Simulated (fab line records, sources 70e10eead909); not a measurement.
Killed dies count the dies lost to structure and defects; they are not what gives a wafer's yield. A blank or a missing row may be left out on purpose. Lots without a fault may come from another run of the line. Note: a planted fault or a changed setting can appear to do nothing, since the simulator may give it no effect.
fab line records -- flow nand-harc -- part 1 of 2: steps 1 to 23 of 24
record: lots: 6, wafers: 18, last-day: 24
route steps=1159 shown A_CHANNEL_HOLE_D1@467 END@1159
lots that met no fault: taken from a fault-free run of the same line
start-h: hours from the record's opening day to when the first of the lot's shown wafers began -- wait-h: hours from the lot's prior step to this one -- " unchanged from the row above -- L1.1+2: a row that stands for several wafers -- - no value present, or no start provided -- * or withheld: withheld -- < > ~ a bound
route shown NAME@n: a module of which the file shows steps, and the number in the route of the first -- usual: mean and standard deviation over wafers with no fault -- same: alike in all rows -- chamber/n: place in a boat -- sites: each site's reading -- _std_site: the values' standard deviation -- _edge_site: inner sites' mean taken away from outer sites' mean -- radius-mm: for every site, how far away it sits from the centre of the wafer -- mask NAME#n: copy n -- behind: the tool/chamber that last shaped the wafer -- hold: what put the lot on hold/how long, in hours/how the hold closed -- device: transistor that didn't switch, given as n, p or np -- end of line: tests run on the same wafers once the route is complete -- a step given without rows: its recipe and nothing more -- killed: dies lost to structure and defects at the first sort, not the wafer's yield -- map: dies across one wafer; x = killed, . = not, _ = none there
set.NAME: setting as actually run; set.NAME@STEP: the setting as run at that earlier step -- model.NAME: the simulator's own value behind a step, which no gauge read
lots seen at some steps along the route; tables by step, rows by wafer
services: when a tool's chamber went out of use (start-h, in hours from the record's first day, below 0 if earlier), for how many hours, and the reason
== steps ==
step: NHARC_A_CHANNEL_HOLE_D1_ETCH_39
recipe: target-depth-a: 2600, over-etch-frac: 0.3, time-s: 325, ion-energy-ev: 200, n2-flow-sccm: 150, h2-flow-sccm: 150, ar-flow-sccm: 0, rf-w: 400, bias-w: 150, chemistry: N2/H2
step: NHARC_A_CHANNEL_HOLE_D1_ETCH_34
recipe: target-depth-a: 1540, time-s: 77, cf4-flow-sccm: 100, chf3-flow-sccm: 30, ar-flow-sccm: 0, rf-w: 500, bias-w: 200, chemistry: CF4/CHF3
usual: bias-w: 200.0/0.57, cf4-flow-sccm: 99.9/0.34, drypump-motor-current-A: 5.9/0.41, oes-product-au: 0.951/0.024, rf-vpp-V: 370.2/2.3, showerhead-plenum-p-Torr: 1.56/0.067, throttle-valve-pct: 16.803/0.0096
lot.wafer,tool,chamber,start-h,wait-h,bias-w,cf4-flow-sccm,drypump-motor-current-A,oes-product-au,rf-hours-counter-h,rf-vpp-V,showerhead-plenum-p-Torr,throttle-valve-pct
L595.2,rie-diel-09,0,-,-,199.5,99.3,6.2,0.935,7,369.4,1.54,16.801
L595.1,rie-diel-09,3,-,-,200.4,100.1,5.9,0.898,7,370.0,1.54,16.830
L595.6,rie-diel-09,0,-,-,200.5,99.6,6.2,0.941,-,369.3,1.54,16.800
L604.3,rie-diel-09,1,-,-,200.8,99.7,6.4,0.977,10,368.3,1.49,16.815
L604.1,rie-diel-09,2,-,-,199.6,99.8,5.7,0.975,10,370.7,1.56,16.792
L604.5,rie-diel-09,1,-,-,200.5,100.1,6.4,0.970,-,368.2,1.49,16.805
L605.3,rie-diel-04,0,-,-,200.4,99.9,6.0,0.926,7,368.4,1.55,16.794
L605.1,rie-diel-04,1,-,-,200.4,99.9,6.4,0.981,6,367.9,1.48,16.791
L605.5,rie-diel-04,3,-,-,200.7,99.4,5.1,0.926,-,370.0,1.57,16.795
L606.1,rie-diel-04,3,-,-,199.8,99.8,5.1,0.940,8,371.5,1.57,16.827
L606.4,rie-diel-04,1,-,-,199.7,99.7,6.5,0.994,7,367.5,1.48,16.814
L606.5,rie-diel-04,3,-,-,199.5,99.8,5.1,0.929,-,370.7,1.57,16.815
L613.3,rie-diel-09,1,-,-,200.0,99.7,6.5,0.967,2,367.5,1.49,16.802
L613.4,rie-diel-09,2,-,-,200.9,99.8,5.7,0.959,2,370.9,1.56,16.805
L613.6,rie-diel-09,1,-,-,199.3,99.8,6.5,0.967,-,369.9,1.49,16.778
L614.4,rie-diel-10,0,-,-,200.5,99.9,6.2,0.919,11,373.0,1.66,16.818
L614.5,rie-diel-10,0,-,-,200.5,99.5,6.2,0.926,-,373.9,1.66,16.802
L614.6,rie-diel-10,1,-,-,199.5,100.3,5.7,0.937,-,373.6,1.65,16.809
step: NHARC_A_CHANNEL_HOLE_D1_ETCH_16
recipe: target-depth-a: 31000, over-etch-frac: 0.3, time-s: 806, ion-energy-ev: 150, o2-flow-sccm: 400, cos-flow-sccm: 20, ar-flow-sccm: 0, rf-w: 500, bias-w: 300, chemistry: O2/COS
step: NHARC_A_CHANNEL_HOLE_D1_CD_MEAS_18
usual: cd-nm: 99.7/2.1
lot.wafer,tool,chamber,start-h,wait-h,cd-nm
L595.1,cd-sem-02,-,189.23,-,102.7
L595.2,cd-sem-02,-,189.23,-,102.9
L595.6,cd-sem-02,-,189.23,-,101.9
L604.1,cd-sem-03,-,229.34,-,101.5
L604.3,cd-sem-03,-,229.34,-,99.4
L604.5,cd-sem-03,-,229.34,-,99.6
L605.1,cd-sem-02,-,251.16,-,95.5
L605.3,cd-sem-02,-,251.16,-,93.2
L605.5,cd-sem-02,-,251.16,-,98.7
L606.1,cd-sem-01,-,253.30,-,99.6
L606.4,cd-sem-01,-,253.30,-,98.2
L606.5,cd-sem-01,-,253.30,-,97.0
L613.3,cd-sem-01,-,295.39,-,99.4
L613.4,cd-sem-01,-,295.39,-,98.3
L613.6,cd-sem-01,-,295.39,-,99.2
L614.4,cd-sem-01,-,296.27,-,99.3
L614.5,cd-sem-01,-,296.27,-,97.2
L614.6,cd-sem-01,-,296.27,-,96.8
step: NHARC_A_CHANNEL_HOLE_D1_ETCH_19
recipe: bias-v: 1200, source-w: 2500, pressure-mtorr: 15, time-s: 34.5, ar-flow-sccm: 375, c4f8-flow-sccm: 28.8, o2-flow-sccm: 96.2, temp-c: -20, target-depth-a: *, chemistry: C4F8/O2/Ar
step: NHARC_A_CHANNEL_HOLE_D1_ETCH_20
recipe: bias-v: 3000, source-w: withheld, pressure-mtorr: 20, time-s: 361.9, ar-flow-sccm: 375, c4f8-flow-sccm: 89.3, o2-flow-sccm: 35.7, temp-c: -20, target-depth-a: 16000, chemistry: C4F8/O2/Ar
usual: c4f8-flow-sccm: 89.25/0.26, chamber-pressure-mTorr: 20.002/0.018, drypump-motor-current-A: 5.77/0.077, o2-flow-sccm: 35.71/0.1, showerhead-plenum-p-Torr: 3.74/0.11, throttle-valve-pct: 32.155/0.0086
lot.wafer,tool,chamber,start-h,wait-h,c4f8-flow-sccm,chamber-pressure-mTorr,drypump-motor-current-A,o2-flow-sccm,rf-hours-counter-h,showerhead-plenum-p-Torr,throttle-valve-pct
L595.2,har-etch-02,1,189.41,0.1,89.58,19.972,5.75,35.87,104,3.81,32.158
L595.1,har-etch-02,0,189.41,0.1,89.36,20.050,5.87,35.60,104,3.59,32.162
L595.6,har-etch-02,0,189.41,0.1,89.12,19.978,5.86,35.68,-,3.59,32.147
L604.1,har-etch-02,0,229.54,0.1,89.64,19.989,5.85,35.70,123,3.58,32.161
L604.3,har-etch-02,1,229.54,0.1,89.51,20.010,5.74,35.72,-,3.80,32.160
L604.5,har-etch-02,1,229.54,0.1,89.47,20.019,5.75,35.79,-,3.80,32.160
L605.1,har-etch-01,0,252.65,0.1,89.20,19.983,5.66,35.72,218,3.81,32.159
L605.3,har-etch-01,1,252.65,0.1,89.36,20.000,5.80,35.82,-,3.81,32.147
L605.5,har-etch-01,0,252.65,0.1,88.85,20.020,5.65,35.64,-,3.81,32.143
L606.1,har-etch-01,0,256.83,0.1,89.21,20.028,5.64,35.68,222,3.81,32.154
L606.4,har-etch-01,1,256.83,0.1,89.41,19.992,5.78,35.53,-,3.81,32.163
L606.5,har-etch-01,0,256.83,0.1,89.24,19.977,5.65,35.83,-,3.81,32.148
L613.4,har-etch-02,0,295.67,0.2,89.03,19.999,5.84,35.72,-,3.56,32.160
L613.3,har-etch-02,1,295.67,0.2,89.07,19.997,5.74,35.70,-,3.79,32.165
L613.6,har-etch-02,0,295.67,0.2,89.15,20.012,5.83,35.72,-,3.56,32.156
L614.4,har-etch-01,0,296.55,0.2,89.34,19.996,5.65,35.73,-,3.80,32.155
L614.6,har-etch-01,0,296.55,0.2,89.12,20.012,5.64,35.71,-,3.80,32.170
L614.5,har-etch-01,1,296.55,0.2,89.02,20.010,5.81,35.61,-,3.80,32.160
step: NHARC_A_CHANNEL_HOLE_D1_ETCH_21
recipe: bias-v: 3000, source-w: withheld, pressure-mtorr: 20, time-s: 514.3, ar-flow-sccm: 375, c4f8-flow-sccm: 89.3, o2-flow-sccm: 35.7, temp-c: -20, target-depth-a: 16000, chemistry: C4F8/O2/Ar
step: NHARC_A_CHANNEL_HOLE_D1_ETCH_22
recipe: bias-v: 3000, source-w: withheld, pressure-mtorr: 20, time-s: 666.7, ar-flow-sccm: 375, c4f8-flow-sccm: 89.3, o2-flow-sccm: 35.7, temp-c: -20, target-depth-a: 16000, chemistry: C4F8/O2/Ar
step: NHARC_A_CHANNEL_HOLE_D1_ETCH_23
recipe: bias-v: 5000, source-w: withheld, pressure-mtorr: 20, time-s: 819, ar-flow-sccm: 375, c4f8-flow-sccm: 89.3, o2-flow-sccm: 35.7, temp-c: -20, target-depth-a: 16000, chemistry: C4F8/O2/Ar
usual: c4f8-flow-sccm: 89.25/0.27, chamber-pressure-mTorr: 20.002/0.021, drypump-motor-current-A: 5.77/0.081, o2-flow-sccm: 35.70/0.12, showerhead-plenum-p-Torr: 3.74/0.11, throttle-valve-pct: 32.155/0.0097
lot.wafer,tool,chamber,start-h,wait-h,c4f8-flow-sccm,chamber-pressure-mTorr,drypump-motor-current-A,o2-flow-sccm,rf-hours-counter-h,showerhead-plenum-p-Torr,throttle-valve-pct
L595.2,har-etch-02,1,190.72,0.5,89.18,20.013,5.75,35.65,106,3.81,32.170
L595.1,har-etch-02,0,190.72,0.5,89.40,20.008,5.87,35.73,106,3.58,32.163
L595.6,har-etch-02,0,190.72,0.5,90.01,20.003,5.89,35.85,-,3.59,32.153
L604.1,har-etch-02,0,230.86,0.5,89.34,19.937,5.86,35.29,124,3.58,32.148
L604.3,har-etch-02,1,230.86,0.5,89.05,19.992,5.74,35.61,-,3.80,32.167
L604.5,har-etch-02,1,230.86,0.5,89.26,20.016,5.75,35.47,-,3.80,32.156
L605.1,har-etch-01,0,253.97,0.5,89.33,20.036,5.65,35.62,219,3.81,32.130
L605.3,har-etch-01,1,253.97,0.5,89.36,19.996,5.83,35.59,-,3.81,32.168
L605.5,har-etch-01,0,253.97,0.5,89.44,20.045,5.66,35.62,-,3.81,32.172
L606.1,har-etch-01,0,258.15,0.5,89.56,19.978,5.67,35.60,223,3.81,32.144
L606.4,har-etch-01,1,258.15,0.5,89.18,20.003,5.80,35.72,-,3.81,32.163
L606.5,har-etch-01,0,258.15,0.5,89.17,19.985,5.68,35.73,-,3.81,32.171
L613.4,har-etch-02,0,297.13,0.5,89.27,19.977,5.87,35.48,-,3.56,32.167
L613.3,har-etch-02,1,297.13,0.5,89.30,20.001,5.74,35.85,-,3.79,32.153
L613.6,har-etch-02,0,297.13,0.5,89.23,20.035,5.87,35.53,-,3.56,32.149
L614.4,har-etch-01,0,298.01,0.5,89.74,20.008,5.65,35.82,-,3.80,32.151
L614.6,har-etch-01,0,298.01,0.5,89.33,20.006,5.66,35.68,-,3.80,32.161
L614.5,har-etch-01,1,298.01,0.5,89.19,19.980,5.79,35.71,-,3.80,32.143
step: NHARC_A_CHANNEL_HOLE_D1_ETCH_24
recipe: bias-v: 5000, source-w: withheld, pressure-mtorr: 20, time-s: 906.2, ar-flow-sccm: 375, c4f8-flow-sccm: 93.8, o2-flow-sccm: 31.2, temp-c: -20, target-depth-a: 15000, chemistry: C4F8/O2/Ar
usual: c4f8-flow-sccm: 93.76/0.24, chamber-pressure-mTorr: 20.001/0.018, drypump-motor-current-A: 5.77/0.082, o2-flow-sccm: 31.20/0.099, showerhead-plenum-p-Torr: 3.74/0.11, throttle-valve-pct: 32.235/0.0089
lot.wafer,tool,chamber,start-h,wait-h,c4f8-flow-sccm,chamber-pressure-mTorr,drypump-motor-current-A,o2-flow-sccm,rf-hours-counter-h,showerhead-plenum-p-Torr,throttle-valve-pct
L595.2,har-etch-02,1,191.42,0.6,93.53,20.026,5.72,31.28,106,3.81,32.237
L595.1,har-etch-02,0,191.42,0.6,94.04,20.013,5.87,31.10,106,3.58,32.225
L595.6,har-etch-02,0,191.42,0.6,93.86,20.008,5.86,31.11,-,3.58,32.242
L604.1,har-etch-02,0,231.56,0.6,93.56,20.040,5.87,31.24,125,3.57,32.219
L604.3,har-etch-02,1,231.56,0.6,94.02,20.017,5.75,31.32,-,3.80,32.243
L604.5,har-etch-02,1,231.56,0.6,94.04,20.010,5.76,31.26,-,3.80,32.243
L605.1,har-etch-01,0,254.67,0.6,93.75,20.031,5.67,31.19,220,3.80,32.252
L605.3,har-etch-01,1,254.67,0.6,93.88,19.981,5.80,31.36,-,3.80,32.247
L605.5,har-etch-01,0,254.67,0.6,93.31,20.034,5.67,31.15,-,3.80,32.238
L606.1,har-etch-01,0,258.85,0.6,93.53,20.017,5.65,31.12,224,3.80,32.246
L606.4,har-etch-01,1,258.85,0.6,94.13,19.977,5.81,31.10,-,3.80,32.235
L606.5,har-etch-01,0,258.85,0.6,94.08,19.998,5.64,31.27,-,3.80,32.227
L613.4,har-etch-02,0,297.85,0.6,93.85,20.007,5.87,31.18,-,3.56,32.224
L613.3,har-etch-02,1,297.85,0.6,93.65,20.033,5.74,31.11,-,3.78,32.218
L613.6,har-etch-02,0,297.85,0.6,93.79,19.987,5.89,31.09,-,3.55,32.232
L614.4,har-etch-01,0,298.72,0.6,93.62,19.996,5.66,31.24,-,3.79,32.235
L614.6,har-etch-01,0,298.72,0.6,93.60,20.005,5.65,31.25,-,3.79,32.235
L614.5,har-etch-01,1,298.72,0.6,93.68,20.017,5.80,31.10,-,3.79,32.247
step: NHARC_A_CHANNEL_HOLE_D1_ETCH_25
recipe: bias-v: 5000, source-w: withheld, pressure-mtorr: 20, time-s: 1040.2, ar-flow-sccm: 375, c4f8-flow-sccm: 93.8, o2-flow-sccm: 31.2, temp-c: -20, target-depth-a: 15000, chemistry: C4F8/O2/Ar
step: NHARC_A_CHANNEL_HOLE_D1_ETCH_26
recipe: bias-v: 300, source-w: 2000, pressure-mtorr: 30, time-s: 224.1, ar-flow-sccm: 375, c4f8-flow-sccm: 11.4, o2-flow-sccm: 113.6, temp-c: -20, target-depth-a: 3000, chemistry: C4F8/O2/Ar
usual: bias-v: 301/3, c4f8-flow-sccm: 11.40/0.037, drypump-motor-current-A: 5.77/0.081, o2-flow-sccm: 113.6/0.33, showerhead-plenum-p-Torr: 3.79/0.11, throttle-valve-pct: 24.584/0.0091
lot.wafer,tool,chamber,start-h,wait-h,bias-v,c4f8-flow-sccm,drypump-motor-current-A,o2-flow-sccm,rf-hours-counter-h,showerhead-plenum-p-Torr,throttle-valve-pct
L595.2,har-etch-02,1,193.07,0.7,299,11.40,5.75,113.8,108,3.86,24.600
L595.1,har-etch-02,0,193.07,0.7,302,11.38,5.90,113.6,108,3.62,24.579
L595.6,har-etch-02,0,193.07,0.7,299,11.36,5.90,113.6,-,3.62,24.584
L604.1,har-etch-02,0,233.19,0.7,300,11.41,5.88,113.6,127,3.61,24.589
L604.3,har-etch-02,1,233.19,0.7,302,11.41,5.72,113.5,-,3.85,24.588
L604.5,har-etch-02,1,233.19,0.7,300,11.38,5.73,113.7,-,3.85,24.587
L605.1,har-etch-01,0,256.33,0.7,298,11.42,5.67,113.1,221,3.86,24.588
L605.3,har-etch-01,1,256.33,0.7,301,11.44,5.79,113.7,-,3.86,24.594
L605.5,har-etch-01,0,256.33,0.7,300,11.37,5.67,113.2,-,3.86,24.580
L606.1,har-etch-01,0,260.48,0.7,301,11.37,5.65,113.7,225,3.86,24.588
L606.4,har-etch-01,1,260.48,0.7,305,11.35,5.79,113.2,-,3.86,24.573
L606.5,har-etch-01,0,260.48,0.7,304,11.40,5.65,112.8,-,3.86,24.577
L613.4,har-etch-02,0,299.32,0.5,299,11.42,5.87,114.4,-,3.60,24.583
L613.3,har-etch-02,1,299.32,0.5,303,11.39,5.74,114.4,-,3.83,24.573
L613.6,har-etch-02,0,299.32,0.5,306,11.42,5.85,114.5,-,3.60,24.581
L614.4,har-etch-01,0,300.19,0.5,298,11.41,5.65,114.1,-,3.85,24.586
L614.6,har-etch-01,0,300.19,0.5,300,11.38,5.64,114.2,-,3.85,24.570
L614.5,har-etch-01,1,300.19,0.5,298,11.36,5.79,113.4,-,3.85,24.591
step: NHARC_A_CHANNEL_HOLE_D1_ETCH_33
recipe: bias-v: 400, source-w: 2000, pressure-mtorr: 25, time-s: 90, ar-flow-sccm: 375, c4f8-flow-sccm: 41.7, o2-flow-sccm: 83.3, temp-c: -20, target-depth-a: 4000, chemistry: C4F8/O2/Ar
usual: bias-v: 401/4, c4f8-flow-sccm: 41.69/0.12, drypump-motor-current-A: 5.77/0.079, o2-flow-sccm: 83.25/0.24, showerhead-plenum-p-Torr: 3.78/0.11, throttle-valve-pct: 27.619/0.01
lot.wafer,tool,chamber,start-h,wait-h,bias-v,c4f8-flow-sccm,drypump-motor-current-A,o2-flow-sccm,rf-hours-counter-h,showerhead-plenum-p-Torr,throttle-valve-pct
L595.2,har-etch-02,1,193.27,0.2,409,41.70,5.75,82.90,108,3.86,27.620
L595.1,har-etch-02,0,193.27,0.2,402,41.83,5.87,83.62,108,3.62,27.606
L595.6,har-etch-02,0,193.27,0.2,401,41.72,5.88,82.99,-,3.62,27.604
L604.1,har-etch-02,0,233.39,0.2,-,-,-,-,-,-,-
L604.3,har-etch-02,1,233.39,0.2,-,-,-,-,-,-,-
L604.5,har-etch-02,1,233.39,0.2,-,-,-,-,-,-,-
L605.1,har-etch-01,0,256.53,0.2,-,-,-,-,-,-,-
L605.3,har-etch-01,1,256.53,0.2,-,-,-,-,-,-,-
L605.5,har-etch-01,0,256.53,0.2,-,-,-,-,-,-,-
L606.1,har-etch-01,0,260.68,0.2,393,41.49,5.66,83.44,225,3.85,27.633
L606.4,har-etch-01,1,260.68,0.2,394,41.66,5.82,82.87,-,3.85,27.627
L606.5,har-etch-01,0,260.68,0.2,399,41.52,5.65,83.30,-,3.85,27.615
L613.4,har-etch-02,0,299.51,0.2,402,41.77,5.88,83.57,-,3.59,27.606
L613.3,har-etch-02,1,299.51,0.2,397,41.74,5.75,83.33,-,3.83,27.617
L613.6,har-etch-02,0,299.51,0.2,408,41.60,5.86,82.89,-,3.59,27.613
L614.4,har-etch-01,0,300.38,0.2,399,41.95,5.66,83.48,-,3.84,27.604
L614.6,har-etch-01,0,300.38,0.2,399,41.67,5.67,83.37,-,3.84,27.616
L614.5,har-etch-01,1,300.38,0.2,396,41.79,5.82,83.33,-,3.84,27.610
step: NHARC_A_CHANNEL_HOLE_D1_STRIP_41
recipe: n2-flow-sccm: 150, h2-flow-sccm: 150, ar-flow-sccm: 0, bias-w: 0, chemistry: N2/H2
step: NHARC_A_CHANNEL_HOLE_D1_STRIP_42
recipe: cf4-flow-sccm: 100, chf3-flow-sccm: 30, ar-flow-sccm: 0, bias-w: 0, chemistry: CF4/CHF3
step: NHARC_A_CHANNEL_HOLE_D1_STRIP_43
recipe: o2-flow-sccm: 400, cos-flow-sccm: 20, ar-flow-sccm: 0, bias-w: 0, chemistry: O2/COS
step: NHARC_A_CHANNEL_HOLE_D1_ETCH_44
recipe: target-depth-a: 1400, overetch-a: 140, time-s: 77, ion-energy-ev: 100, cf4-flow-sccm: 80, o2-flow-sccm: 20, ar-flow-sccm: 0, rf-w: 300, bias-w: 100, chemistry: CF4/O2
step: NHARC_A_CHANNEL_HOLE_D1_STRIP_27
recipe: o2-flow-sccm: 500, ar-flow-sccm: 0, bias-w: 0, chemistry: O2
step: NHARC_A_CHANNEL_HOLE_D1_PRECLEAN_28
recipe: time-s: *, temp-c: 50, bath-age-min: 0, chemistry: SC1
step: NHARC_A_CHANNEL_HOLE_D1_SRD_29
step: NHARC_A_CHANNEL_HOLE_D1_CD_MEAS_30
usual: cd-nm: 89.9/1.4
lot.wafer,tool,chamber,start-h,wait-h,cd-nm
L595.1,cd-sem-01,-,195.46,-,89.2
L595.2,cd-sem-01,-,195.46,-,88.5
L595.6,cd-sem-01,-,195.46,-,89.6
L604.1,cd-sem-03,-,235.42,-,90.3
L604.3,cd-sem-03,-,235.42,-,89.4
L604.5,cd-sem-03,-,235.42,-,89.2
L605.1,cd-sem-02,-,258.08,-,87.1
L605.3,cd-sem-02,-,258.08,-,89.8
L605.5,cd-sem-02,-,258.08,-,90.7
L606.1,cd-sem-03,-,262.23,-,89.0
L606.4,cd-sem-03,-,262.23,-,88.5
L606.5,cd-sem-03,-,262.23,-,91.3
L613.3,cd-sem-01,-,300.99,-,88.9
L613.4,cd-sem-01,-,300.99,-,89.5
L613.6,cd-sem-01,-,300.99,-,93.0
L614.4,cd-sem-01,-,302.02,-,94.0
L614.5,cd-sem-01,-,302.02,-,90.8
L614.6,cd-sem-01,-,302.02,-,91.6
step: NHARC_A_CHANNEL_HOLE_D1_XSEM_31
recipe: landing-energy-ev: 35000
usual: bot-cd-nm: 74.4/1.6, bow-nm: 8.53/0.23, tilt-deg: 0.08/0.04
lot.wafer,tool,chamber,start-h,wait-h,bot-cd-nm,bow-nm,tilt-deg
L595.1,xsem-02,0,195.56,0.1,73.5,8.38,-0.01
L595.2,xsem-02,0,195.56,0.1,73.0,8.33,-0.01
L595.6,xsem-02,0,195.56,0.1,73.8,8.30,-0.01
L604.1,xsem-02,0,235.51,0.1,74.6,8.31,0.05
L604.3,xsem-02,0,235.51,0.1,73.8,8.28,0.05
L604.5,xsem-02,0,235.51,0.1,73.9,8.34,0.05
L605.1,xsem-01,0,258.17,0.1,72.9,8.25,0.14
L605.3,xsem-01,0,258.17,0.1,75.6,8.32,0.14
L605.5,xsem-01,0,258.17,0.1,76.4,8.29,0.14
L605.1,xsem-01,0,-,-,72.3,-,0.12
L605.3,xsem-01,0,-,-,74.4,-,0.12
L605.5,xsem-01,0,-,-,76.2,-,0.12
L606.1,xsem-01,0,262.31,0.1,74.2,8.48,0.09
L606.4,xsem-01,0,262.31,0.1,73.6,8.44,0.09
L606.5,xsem-01,0,262.31,0.1,77.1,8.41,0.09
L613.3,xsem-01,0,301.08,0.1,73.3,8.50,0.08
L613.4,xsem-01,0,301.08,0.1,73.5,8.43,0.08
L613.6,xsem-01,0,301.08,0.1,77.0,8.38,0.08
L614.4,xsem-01,0,302.11,0.1,77.6,8.51,0.13
L614.5,xsem-01,0,302.11,0.1,75.1,8.44,0.13
L614.6,xsem-01,0,302.11,0.1,76.2,8.49,0.13
step: NHARC_A_CHANNEL_HOLE_D1_INSPECT_40
usual: raw-defect-count: 57/14
lot.wafer,tool,chamber,start-h,wait-h,raw-defect-count
L595.1,defect-inspect-01,-,195.65,-,37
L595.2,defect-inspect-01,-,195.65,-,34
L595.6,defect-inspect-01,-,195.65,-,44
L604.1,defect-inspect-02,-,235.60,-,54
L604.3,defect-inspect-02,-,235.60,-,52
L604.5,defect-inspect-02,-,235.60,-,66
L605.1,defect-inspect-02,-,258.46,-,46
L605.3,defect-inspect-02,-,258.46,-,27
L605.5,defect-inspect-02,-,258.46,-,35
L606.1,defect-inspect-01,-,262.41,-,64
L606.4,defect-inspect-01,-,262.41,-,71
L606.5,defect-inspect-01,-,262.41,-,54
L613.3,defect-inspect-02,-,301.19,-,52
L613.4,defect-inspect-02,-,301.19,-,46
L613.6,defect-inspect-02,-,301.19,-,53
L614.4,defect-inspect-01,-,302.20,-,64
L614.5,defect-inspect-01,-,302.20,-,80
L614.6,defect-inspect-01,-,302.20,-,68
== key ==
first-sign: step: NHARC_A_CHANNEL_HOLE_D1_ETCH_33, reading: tool-record, direction: missing
effect: step: NHARC_A_CHANNEL_HOLE_D1_XSEM_31, reading: visit, direction: added
effect: step: NHARC_END_SORT_01, reading: killed-at-array, direction: up, sigmas: 57, usual: 27, struck: 674
more-kills-born-at: NHARC_A_CHANNEL_HOLE_D1_ETCH_33@har-etch-02: 1978, NHARC_A_CHANNEL_HOLE_D1_ETCH_33@har-etch-01: 1966
met-at NHARC_A_CHANNEL_HOLE_D1_ETCH_33
struck-wafers L604.1,L604.3,L604.5,L605.1,L605.3,L605.5
later-rows-left-out L604.1,L604.3,L604.5,L605.1,L605.3,L605.5
tester-left-out L604,L605
onset-between 193.27 233.39
fault: kind: skipped-step-whole, tool: har-etch-01,har-etch-02, chamber: -, onset-h: 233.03, steps: NHARC_A_CHANNEL_HOLE_D1_ETCH_33, scope: struck-lots-only
tester-left-out: of these lots the tester's yield and bins aren't shown, on N5 and GAA mostly nor the transistor test; their killed dies are dies lost to structure and defects alone, not to doping, threshold or leakage, so they don't give the yield
later-rows-left-out: the simulator's readings of these wafers behind a module that went badly wrong aren't trusted and aren't shown, but for the sort
